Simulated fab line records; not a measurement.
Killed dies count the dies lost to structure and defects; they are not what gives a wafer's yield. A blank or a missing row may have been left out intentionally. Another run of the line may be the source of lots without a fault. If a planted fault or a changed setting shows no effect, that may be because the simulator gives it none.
Matching of chambers :: flow nandHarc :: NHARC_THIN_TSV_ETCHBACK_48 on rieDiel-02: 4 sister chambers
The step etches the open film in C4F8/Ar, target depth 1028.5 nm, time 405.17 s. 4 wafers are shown with their chamber, then 7 later ones without.

== WAFERS PAIRED WITH THEIR CHAMBERS ==
wafer: L453.1
chamber: 3
rfVppV (V): 542

wafer: L453.2
chamber: 0
rfVppV (V): 551

wafer: L454.3
chamber: 1
rfVppV (V): 541

wafer: L454.5
chamber: 2
rfVppV (V): 543

== WAFERS WHOSE CHAMBER IS MISSING ==
wafer: L454.6
rfVppV (V): 542

wafer: L452.1
rfVppV (V): 553

wafer: L452.4
rfVppV (V): 541

wafer: L452.6
rfVppV (V): 543

wafer: L456.3
rfVppV (V): 541

wafer: L456.4
rfVppV (V): 542

wafer: L456.5
rfVppV (V): 552

== EACH ONE'S CHAMBER ==
wafer: L454.6
from the rows above: can't be placed: 3 or 1 or 2
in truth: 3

wafer: L452.1
from the rows above: 0
in truth: 0

wafer: L452.4
from the rows above: can't be placed: 1 or 3
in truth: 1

wafer: L452.6
from the rows above: can't be placed: 2 or 3
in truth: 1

wafer: L456.3
from the rows above: can't be placed: 1 or 3
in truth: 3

wafer: L456.4
from the rows above: can't be placed: 3 or 1 or 2
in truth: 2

wafer: L456.5
from the rows above: 0
in truth: 0
Correct placement for 2 of the 7. Can't be placed from these rows: 5 (the true chamber is among the candidates in 4). Wrongly placed: 0.
How it was worked out, from the rows above alone: a wafer's distance from a chamber is the root of the sum, over the readings, of the square of ((its reading less the chamber's mean) divided by the reading's scatter). If the next closest chamber is less than 2 further off than the closest, the wafer can't be placed; otherwise it belongs to the closest. The mean given for a chamber averages the wafers shown for that chamber. The scatter: root of mean squared gap, hidden wafer to nearest shown wafer, with one shown wafer a chamber.
